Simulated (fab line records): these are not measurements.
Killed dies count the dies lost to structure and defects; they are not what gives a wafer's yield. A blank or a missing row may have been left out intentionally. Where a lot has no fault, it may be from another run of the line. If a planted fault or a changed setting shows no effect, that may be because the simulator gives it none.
Split-lot study :: flow n5Finfet :: route with 1938 steps; 7 lots, 39 wafers read

SPLIT DETAILS
At N5_BEOL_M10_VIA_ETCH_34 (etches SiCOH lowk in C4F6/O2, target depth 184.5 nm, time 69.2 s), the setting timeS was moved away from the recipe's 69.2 s on 6 of the 39 wafers read, by -36.0% to +22.9%. The other wafers ran this setting at the recipe's value.

The reading comes from the split's own step.

THE READING
SOC_of_BEOL_M10_COAT_63.thkNm (the simulator's own value, which no gauge read), in nm, at N5_BEOL_M10_VIA_ETCH_34 (etches SiCOH lowk in C4F6/O2, target depth 184.5 nm, time 69.2 s). The file does not state a usual value for it. The 33 wafers here that ran the recipe average 91.9 nm, standard deviation 0.3 nm.

wafer: L074.4
tool, chamber at the split: rieDiel-04, 2
timeS as run, s: 69.2
against the recipe: recipe
SOC_of_BEOL_M10_COAT_63.thkNm, nm: 92
against lot-mates on the recipe: -

wafer: L074.5
tool, chamber at the split: rieDiel-04, 0
timeS as run, s: 69.2
against the recipe: recipe
SOC_of_BEOL_M10_COAT_63.thkNm, nm: 91.8
against lot-mates on the recipe: -

wafer: L074.6
tool, chamber at the split: rieDiel-04, 3
timeS as run, s: 69.2
against the recipe: recipe
SOC_of_BEOL_M10_COAT_63.thkNm, nm: 92.6
against lot-mates on the recipe: -

wafer: L078.1
tool, chamber at the split: rieDiel-02, 3
timeS as run, s: 69.2
against the recipe: recipe
SOC_of_BEOL_M10_COAT_63.thkNm, nm: 92
against lot-mates on the recipe: -

wafer: L078.2
tool, chamber at the split: rieDiel-02, 1
timeS as run, s: 69.2
against the recipe: recipe
SOC_of_BEOL_M10_COAT_63.thkNm, nm: 91.6
against lot-mates on the recipe: -

wafer: L078.3
tool, chamber at the split: rieDiel-02, 0
timeS as run, s: 69.2
against the recipe: recipe
SOC_of_BEOL_M10_COAT_63.thkNm, nm: 91.4
against lot-mates on the recipe: -

wafer: L078.4
tool, chamber at the split: rieDiel-02, 0,1
timeS as run, s: 69.2
against the recipe: recipe
SOC_of_BEOL_M10_COAT_63.thkNm, nm: 91.8
against lot-mates on the recipe: -

wafer: L078.6
tool, chamber at the split: rieDiel-02, 0,1
timeS as run, s: 69.2
against the recipe: recipe
SOC_of_BEOL_M10_COAT_63.thkNm, nm: 91.8
against lot-mates on the recipe: -

wafer: L078.5
tool, chamber at the split: rieDiel-02, 3
timeS as run, s: 69.2
against the recipe: recipe
SOC_of_BEOL_M10_COAT_63.thkNm, nm: 92.4
against lot-mates on the recipe: -

wafer: L082.1
tool, chamber at the split: rieDiel-04, 3
timeS as run, s: 69.2
against the recipe: recipe
SOC_of_BEOL_M10_COAT_63.thkNm, nm: 91.4
against lot-mates on the recipe: -

wafer: L082.2
tool, chamber at the split: rieDiel-04, 2
timeS as run, s: 69.2
against the recipe: recipe
SOC_of_BEOL_M10_COAT_63.thkNm, nm: 91.6
against lot-mates on the recipe: -

wafer: L082.3
tool, chamber at the split: rieDiel-04, 0
timeS as run, s: 69.2
against the recipe: recipe
SOC_of_BEOL_M10_COAT_63.thkNm, nm: 91.4
against lot-mates on the recipe: -

wafer: L082.4
tool, chamber at the split: rieDiel-04, 1
timeS as run, s: 69.2
against the recipe: recipe
SOC_of_BEOL_M10_COAT_63.thkNm, nm: 91.8
against lot-mates on the recipe: -

wafer: L082.5
tool, chamber at the split: rieDiel-04, 1
timeS as run, s: 69.2
against the recipe: recipe
SOC_of_BEOL_M10_COAT_63.thkNm, nm: 91.6
against lot-mates on the recipe: -

wafer: L082.6
tool, chamber at the split: rieDiel-04, 2
timeS as run, s: 69.2
against the recipe: recipe
SOC_of_BEOL_M10_COAT_63.thkNm, nm: 91.8
against lot-mates on the recipe: -

wafer: L083.1
tool, chamber at the split: rieDiel-02, 1
timeS as run, s: 69.2
against the recipe: recipe
SOC_of_BEOL_M10_COAT_63.thkNm, nm: 92
against lot-mates on the recipe: -

wafer: L083.2
tool, chamber at the split: rieDiel-02, 0
timeS as run, s: 69.2
against the recipe: recipe
SOC_of_BEOL_M10_COAT_63.thkNm, nm: 92.2
against lot-mates on the recipe: -

wafer: L083.3
tool, chamber at the split: rieDiel-02, 2
timeS as run, s: 69.2
against the recipe: recipe
SOC_of_BEOL_M10_COAT_63.thkNm, nm: 92.2
against lot-mates on the recipe: -

wafer: L083.4
tool, chamber at the split: rieDiel-02, 1
timeS as run, s: 69.2
against the recipe: recipe
SOC_of_BEOL_M10_COAT_63.thkNm, nm: 92.2
against lot-mates on the recipe: -

wafer: L083.5
tool, chamber at the split: rieDiel-02, 0
timeS as run, s: 69.2
against the recipe: recipe
SOC_of_BEOL_M10_COAT_63.thkNm, nm: 91.8
against lot-mates on the recipe: -

wafer: L083.6
tool, chamber at the split: rieDiel-02, 2
timeS as run, s: 69.2
against the recipe: recipe
SOC_of_BEOL_M10_COAT_63.thkNm, nm: 92
against lot-mates on the recipe: -

wafer: L084.1
tool, chamber at the split: rieDiel-01, 2
timeS as run, s: 44.26
against the recipe: -36.0%
SOC_of_BEOL_M10_COAT_63.thkNm, nm: 94.8
against lot-mates on the recipe: +3.2

wafer: L084.2
tool, chamber at the split: rieDiel-01, 0
timeS as run, s: 44.26
against the recipe: -36.0%
SOC_of_BEOL_M10_COAT_63.thkNm, nm: 94.8
against lot-mates on the recipe: +3.2

wafer: L084.3
tool, chamber at the split: rieDiel-01, 1
timeS as run, s: 69.2
against the recipe: recipe
SOC_of_BEOL_M10_COAT_63.thkNm, nm: 91.8
against lot-mates on the recipe: -

wafer: L084.4
tool, chamber at the split: rieDiel-01, 3
timeS as run, s: 69.2
against the recipe: recipe
SOC_of_BEOL_M10_COAT_63.thkNm, nm: 91.4
against lot-mates on the recipe: -

wafer: L084.5
tool, chamber at the split: rieDiel-01, 2
timeS as run, s: 44.26
against the recipe: -36.0%
SOC_of_BEOL_M10_COAT_63.thkNm, nm: 94.8
against lot-mates on the recipe: +3.2

wafer: L084.6
tool, chamber at the split: rieDiel-01, 3
timeS as run, s: 69.2
against the recipe: recipe
SOC_of_BEOL_M10_COAT_63.thkNm, nm: 91.6
against lot-mates on the recipe: -

wafer: L087.1
tool, chamber at the split: rieDiel-04, 2
timeS as run, s: 85.06
against the recipe: +22.9%
SOC_of_BEOL_M10_COAT_63.thkNm, nm: 90.2
against lot-mates on the recipe: -2.0

wafer: L087.2
tool, chamber at the split: rieDiel-04, 3
timeS as run, s: 85.06
against the recipe: +22.9%
SOC_of_BEOL_M10_COAT_63.thkNm, nm: 90.4
against lot-mates on the recipe: -1.8

wafer: L087.3
tool, chamber at the split: rieDiel-04, 1
timeS as run, s: 69.2
against the recipe: recipe
SOC_of_BEOL_M10_COAT_63.thkNm, nm: 92.2
against lot-mates on the recipe: -

wafer: L087.4
tool, chamber at the split: rieDiel-04, 0
timeS as run, s: 85.06
against the recipe: +22.9%
SOC_of_BEOL_M10_COAT_63.thkNm, nm: 90.2
against lot-mates on the recipe: -2.0

wafer: L087.5
tool, chamber at the split: rieDiel-04, 2
timeS as run, s: 69.2
against the recipe: recipe
SOC_of_BEOL_M10_COAT_63.thkNm, nm: 92
against lot-mates on the recipe: -

wafer: L087.6
tool, chamber at the split: rieDiel-04, 1
timeS as run, s: 69.2
against the recipe: recipe
SOC_of_BEOL_M10_COAT_63.thkNm, nm: 92.4
against lot-mates on the recipe: -

wafer: L093.1
tool, chamber at the split: rieDiel-04, 0
timeS as run, s: 69.2
against the recipe: recipe
SOC_of_BEOL_M10_COAT_63.thkNm, nm: 92
against lot-mates on the recipe: -

wafer: L093.2
tool, chamber at the split: rieDiel-04, 1
timeS as run, s: 69.2
against the recipe: recipe
SOC_of_BEOL_M10_COAT_63.thkNm, nm: 92.2
against lot-mates on the recipe: -

wafer: L093.3
tool, chamber at the split: rieDiel-04, 3
timeS as run, s: 69.2
against the recipe: recipe
SOC_of_BEOL_M10_COAT_63.thkNm, nm: 92
against lot-mates on the recipe: -

wafer: L093.4
tool, chamber at the split: rieDiel-04, 2
timeS as run, s: 69.2
against the recipe: recipe
SOC_of_BEOL_M10_COAT_63.thkNm, nm: 91.6
against lot-mates on the recipe: -

wafer: L093.5
tool, chamber at the split: rieDiel-04, 2
timeS as run, s: 69.2
against the recipe: recipe
SOC_of_BEOL_M10_COAT_63.thkNm, nm: 91.8
against lot-mates on the recipe: -

wafer: L093.6
tool, chamber at the split: rieDiel-04, 3
timeS as run, s: 69.2
against the recipe: recipe
SOC_of_BEOL_M10_COAT_63.thkNm, nm: 92
against lot-mates on the recipe: -
The file does not say which wafer passed through which chamber wherever a row lists several chambers: such a row stands for several wafers.

THE FIT
A straight line over all 39 wafers: SOC_of_BEOL_M10_COAT_63.thkNm changes by -0.0777 nm for each +1% of timeS; r = -0.96; the points scatter about the line by 0.29 nm.
The same after taking each lot's own level away (the mean of its wafers on the recipe; 39 wafers): -0.0874 nm for each +1%; r = -0.98; scatter 0.21 nm.
Per that fit: largest timeS move, reading shift of 3.2 nm.
The lots' own levels span 91.60 to 92.20 nm, that is 2.0 times the standard deviation above.
So the lot-to-lot level changes the slope: the two fits differ.
Check: for one of the wafers moved furthest among these (-36.0%), held out of the fit, the line's prediction against its lot-mates is +3.15 nm. Against them it came out at +3.2 nm.

THE OTHER SPLITS THESE WAFERS WENT THROUGH
Other splits were also applied to these wafers ahead of the reading. Each is held against what the fit with the lots' levels taken away leaves over:
other split on the same wafers: N5_BEOL_M7_TRENCH_ETCH_37 targetDepthA
wafers away from the commonest value: 18
r with SOC_of_BEOL_M10_COAT_63.thkNm (lot level and that fit taken away): -0.10

THE WHOLE CHAIN: every reading that the file lists as answering this split, in the file's order
step: N5_BEOL_M10_VIA_ETCH_34
what it does: etches SiCOH lowk in C4F6/O2, target depth 184.5 nm, time 69.2 s
reading: etch.depthNm (the simulator's own value, which no gauge read)
change (the file's fit): +2.01 nm for each +1% of the setting
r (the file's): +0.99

step: N5_BEOL_M10_VIA_ETCH_34
what it does: etches SiCOH lowk in C4F6/O2, target depth 184.5 nm, time 69.2 s
reading: SOC_of_BEOL_M10_COAT_63.thkNm (the simulator's own value, which no gauge read)
change (the file's fit): -0.0875 nm for each +1% of the setting
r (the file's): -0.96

THE FILE'S OWN FIT
SOC_of_BEOL_M10_COAT_63.thkNm changes by -0.0875 nm for each +1% of timeS, r = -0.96.
